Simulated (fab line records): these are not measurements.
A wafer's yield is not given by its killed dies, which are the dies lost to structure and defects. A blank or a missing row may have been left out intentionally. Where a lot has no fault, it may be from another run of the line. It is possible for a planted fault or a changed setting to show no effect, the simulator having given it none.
A lot that was struck, set against a sound lot    flow n5Finfet    31 steps out of a route of 1938
Sound: these wafers, L390.2, L390.3, L390.5. Struck: wafers L401.3, L401.4, L401.5. The cause is given at the end.
Each step with rows lists, per side, the tool, then ch with its chambers, then its first start. Under that, the readings that differ: sound wafers    struck wafers    difference of the means    sigmas: that difference in standard deviations of wafers without a fault.
alike: readings whose means differ by less than 2 such deviations, and words and numbers that are the same on both sides. not compared: withheld readings, readings that some wafer has no value for, bounds like >300 that may hide the same value, and numbers for which the record gives no deviation and whose values overlap.
Wherever a step has rows on one side only, a row that says differs or no value, or a row with sigmas, the two part there. Numbers that have no deviation but don't overlap get no sigmas and don't part them. A reading that every wafer of one side lacks parts them only if that side has two wafers or more.

first, 10 steps without rows for these wafers: N5_FIN_CUT_STRIP_22 (strips in N2/H2); N5_FIN_CUT_PRECLEAN_36 (cleans in O3/DIW, time 60 s); N5_FIN_CUT_SRD_32 (time 30 s); N5_FIN_CUT_UV_OZONE_34 (time 120 s); N5_STI_FIN_REVEAL_ALD_00 (deposits SiO2, target thk 1 nm, pulse time 1 s); N5_STI_FIN_REVEAL_ALD_14 (deposits Si3N4, target thk 3 nm); N5_STI_FIN_REVEAL_FCVD_FILL_01 (material SiO2 flowable, target thk 312 nm, time 512.2 s); N5_STI_FIN_REVEAL_DENSIFY_02 (time 1800 s); N5_STI_FIN_REVEAL_CMP_04 (polishes, stops on Si3N4, t overpolish 4 s, target thk 131.83 nm); N5_STI_FIN_REVEAL_DENSIFY_30.
N5_STI_FIN_REVEAL_ETCHBACK_08: etches SiO2 in C4F6/O2, target depth 30.5 nm, time 10.167 s.
  sound on rieDiel-03 ch 1,2,3, day 3 20:49; struck on rieDiel-03 ch 1,2, day 6 16:24
  no value came back on the struck wafers for any of 8 readings (C4F6_flow_sccm (sccm), O2_flow_sccm (sccm) and others); on the sound wafers C4F6_flow_sccm (sccm) reads 10.013 9.948 10.027
  not compared: rfHoursCounterH
then, 16 steps without rows for these wafers: N5_STI_FIN_REVEAL_STRIP_24 (strips in N2/H2, time 90 s); N5_STI_FIN_REVEAL_PRECLEAN_25 (cleans in SPM, time 90 s); N5_STI_FIN_REVEAL_PRECLEAN_26 (cleans in SC1, time 45 s); N5_STI_FIN_REVEAL_PRECLEAN_29 (cleans in DHF, time 30 s); N5_STI_FIN_REVEAL_SRD_12 (time 30 s); N5_STI_FIN_REVEAL_RECESS_09 (chemistry HF/NH3, target SiO2, afs cycles 11, target depth 42.5 nm, sublimation time 60 s); N5_STI_FIN_REVEAL_STRIP_16 (strips SiNx in H3PO4, target depth 23.8 nm); N5_STI_FIN_REVEAL_PRECLEAN_17 (cleans in NF3:NH3, afs cycles 1, time 20 s, sublimation time 60 s); N5_STI_FIN_REVEAL_ETCH_34 (etches Si in H2, material Si, target depth 0.97 nm); N5_STI_FIN_REVEAL_OXIDATION_31 (chemistry O2 PLASMA REMOTE, time 20 s); N5_STI_FIN_REVEAL_PRECLEAN_32 (cleans in NF3:NH3, afs cycles 1, time 20 s, sublimation time 60 s); N5_STI_FIN_REVEAL_STRIP_35 (strips Si3N4 in H3PO4, target depth 4 nm, time 39 s); N5_STI_FIN_REVEAL_SRD_21 (time 30 s); N5_STI_FIN_REVEAL_OXIDATION_33 (chemistry O2 PLASMA REMOTE, time 20 s); N5_STI_FIN_REVEAL_CLEAN_19 (cleans in O3/DIW, time 120 s); N5_STI_FIN_REVEAL_SRD_23 (time 30 s).
N5_STI_FIN_REVEAL_FIN_H_MEAS_10:
  sound: ocd-01 at day 3 23:47; struck: ocd-01 at day 6 19:21
reading             sound           struck          difference  sigmas
trenchDepthNm (nm)  52.8 51.9 51.7  20.9 21.3 21.2  -31.0       -57
then, 1 step without rows for these wafers: N5_STI_FIN_REVEAL_PRECLEAN_18 (cleans in SC2, time 45 s).
N5_BEOL_M4_RC_MEAS_101:
  the record has rows for the sound wafers here (prober-02 ch 0, day 9 07:56) and none for the struck ones
-- record jumps: 10 days separate the struck wafers' starts on either side; left off in module BEOL_M4, taken up again in module PASSIVATION, whose first shown step is the route's number 1936 --
N5_PASSIVATION_PROBE_49:
  sound: prober-01 at day 13 17:20; struck: prober-01 at day 16 23:23
reading           sound        struck          difference  sigmas
killedAtFrontEnd  32 49 55     1131 1142 1134  +1090       +99 or more
killedDies        100 105 121  1180 1180 1180  +1071       +63
killedOnRim       11 13 18     152 152 152     +138        +34
  alike: killed_at_M0_to_M3, killed_at_M4_up, killedAtContacts, killedAtOther, killedOpen, killedShort

WHERE THEY PART
At N5_STI_FIN_REVEAL_ETCHBACK_08 first; at N5_PASSIVATION_PROBE_49 last (within this record only).

WHY: whatever the simulator had introduced
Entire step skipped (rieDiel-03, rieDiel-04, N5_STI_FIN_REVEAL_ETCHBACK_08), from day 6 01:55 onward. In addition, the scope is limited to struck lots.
